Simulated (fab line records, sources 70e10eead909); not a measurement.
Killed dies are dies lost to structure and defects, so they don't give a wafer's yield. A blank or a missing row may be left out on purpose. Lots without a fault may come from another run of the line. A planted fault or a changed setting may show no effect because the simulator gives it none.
Chamber matching | flow nand_harc | NHARC_A_WL_FILL_ALD_02 on ald_metal-02: 4 sister chambers
The step deposits TiN, target thk 2 nm, pulse time 3 s, ald cycles 100. 8 wafers are shown with their chamber, then 11 later ones without.

WAFERS WITH THEIR CHAMBER
wafer  | chamber | heater_power_w (W) | precursor_pulse_height_rel
L083.5 | 0       | 1078               | 1.030
L083.6 | 3       | 857                | 1.016
L088.5 | 1       | 1044               | 1.021
L088.6 | 2       | 1132               | 1.005
L087.1 | 2       | 1092               | 1.011
L087.2 | 0       | 1066               | 0.970
L087.3 | 3       | 864                | 0.988
L087.4 | 1       | 1038               | 1.007

WAFERS WITHOUT THEIR CHAMBER
wafer  | heater_power_w (W) | precursor_pulse_height_rel
L087.5 | 869                | 0.976
L087.6 | 1122               | 1.009
L091.1 | 866                | 1.000
L091.3 | 1055               | 1.010
L091.4 | 1092               | 1.030
L095.2 | 880                | 1.020
L095.3 | 1096               | 0.972
L095.5 | 874                | 0.968
L097.2 | 1024               | 0.995
L097.3 | 1135               | 0.997
L097.6 | 1061               | 0.971

WHICH CHAMBER EACH WENT THROUGH
wafer  | from the rows above          | in truth
L087.5 | 3                            | 3
L087.6 | 2                            | 2
L091.1 | 3                            | 3
L091.3 | can't be placed: 1 or 0      | 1
L091.4 | can't be placed: 2 or 0 or 1 | 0
L095.2 | 3                            | 3
L095.3 | can't be placed: 2 or 0      | 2
L095.5 | 3                            | 3
L097.2 | can't be placed: 1 or 0      | 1
L097.3 | 2                            | 2
L097.6 | can't be placed: 0 or 1      | 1
Placed correctly: 6 of 11. Can't be placed from these rows: 5 (the true chamber is among the candidates in 5). Placed wrongly: 0.
How it was worked out, from the rows above alone: a wafer's distance from a chamber is the root of the sum, over the readings, of the square of ((its reading less the chamber's mean) divided by the reading's scatter). The wafer belongs to the nearest chamber; if the next one is less than 2 further off, it can't be placed. A chamber's mean is the mean of its shown wafers. The scatter: the root of (the sum of the squares of (reading less its chamber's mean) over the shown wafers, divided by (wafers less chambers)).
